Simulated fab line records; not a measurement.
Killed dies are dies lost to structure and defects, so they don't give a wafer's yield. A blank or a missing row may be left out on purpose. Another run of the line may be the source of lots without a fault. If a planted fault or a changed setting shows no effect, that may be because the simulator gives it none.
A struck lot beside a sound one :: flow nand-harc :: 14 out of 1302 route steps
Sound: these wafers, L647.4, L647.5, L647.6. Struck: wafer L662.2 (left out: L662.5, L662.6 of the same lot, which were not struck); the cause appears at the end.
Order at every step that has rows: each side's tool, ch and its chambers, its first start. Under that, the readings that differ: sound wafers :: struck wafers :: difference of the means :: sigmas: that difference in standard deviations of wafers without a fault.
alike: same words and numbers on both sides, and readings whose means sit less than 2 such deviations apart. not compared: any withheld reading, any reading some wafer has no value for, any bound like >300 that may hide the same value, and any number with overlapping values for which the record gives no deviation.
A row with sigmas, a row that says differs or no value, or rows on one side alone: a step with any of these is where the two part. Non-overlapping numbers with no deviation appear without sigmas and do not part them. Lack of a reading on every wafer of one side parts them only where that side has two or more wafers.

NHARC_P_BONDPAD_INSPECT_23:
  sound on defect-inspect-01, day 8 18:09; struck on defect-inspect-01, day 15 17:16
  alike: raw-defect-count
NHARC_P_BONDPAD_ACTIVATE_29: chemistry N2, time 60 s.
  sound on rie-diel-12 ch 1,2,3, day 8 18:16; struck on rie-diel-12 ch 0, day 15 17:20
reading: drypump-motor-current-A (A)
sound: 5.1 5.7 5.6
struck: 6.2
difference: +0.7
sigmas: +2

reading: rf-hours-counter-h (h)
sound: - - -
struck: 1.9
difference: no value on the sound wafers
sigmas: 
  alike: oes-product-au, rf-vpp-V, showerhead-plenum-p-Torr
then, 2 steps without rows for these wafers: NHARC_P_BONDPAD_PRECLEAN_30 (cleans in DIW, time 300 s); NHARC_P_BONDPAD_SRD_31 (time 30 s, dry time 20 s).
NHARC_A_START_INSPECT_01:
  sound on defect-inspect-02, day 8 18:44; struck on defect-inspect-01, day 15 17:45
  alike: raw-defect-count
then, 6 steps without rows for these wafers: NHARC_A_ZERO_WELL_PRECLEAN_00 (cleans in SPM, time 600 s); NHARC_A_ZERO_WELL_SRD_01; NHARC_A_ZERO_WELL_DEHYDRATE_02 (time 120 s); NHARC_A_ZERO_WELL_HMDS_03 (time 30 s); NHARC_A_ZERO_WELL_COAT_18 (time 65 s); NHARC_A_ZERO_WELL_COAT_04 (resist thk 600 nm).
NHARC_A_ZERO_WELL_SOFTBAKE_05: time 70 s.
  sound on litho-track-03 ch 0, day 8 19:00; struck on litho-track-05 ch 0, day 15 18:00
reading: heater-power-total-W (W)
sound: 198.9 199.6 199.9
struck: 233.5
difference: +34.0
sigmas: +26
next, for these wafers, 1 step has no rows: NHARC_A_ZERO_WELL_EBR_06.
NHARC_END_SORT_01:
  the record has rows for the sound wafers here (prober-01 ch 0, day 26 11:14) and none for the struck ones

## WHERE THEY PART
At NHARC_P_BONDPAD_ACTIVATE_29 first; at NHARC_END_SORT_01 last (within this record only).

WHY: what the simulator had put in
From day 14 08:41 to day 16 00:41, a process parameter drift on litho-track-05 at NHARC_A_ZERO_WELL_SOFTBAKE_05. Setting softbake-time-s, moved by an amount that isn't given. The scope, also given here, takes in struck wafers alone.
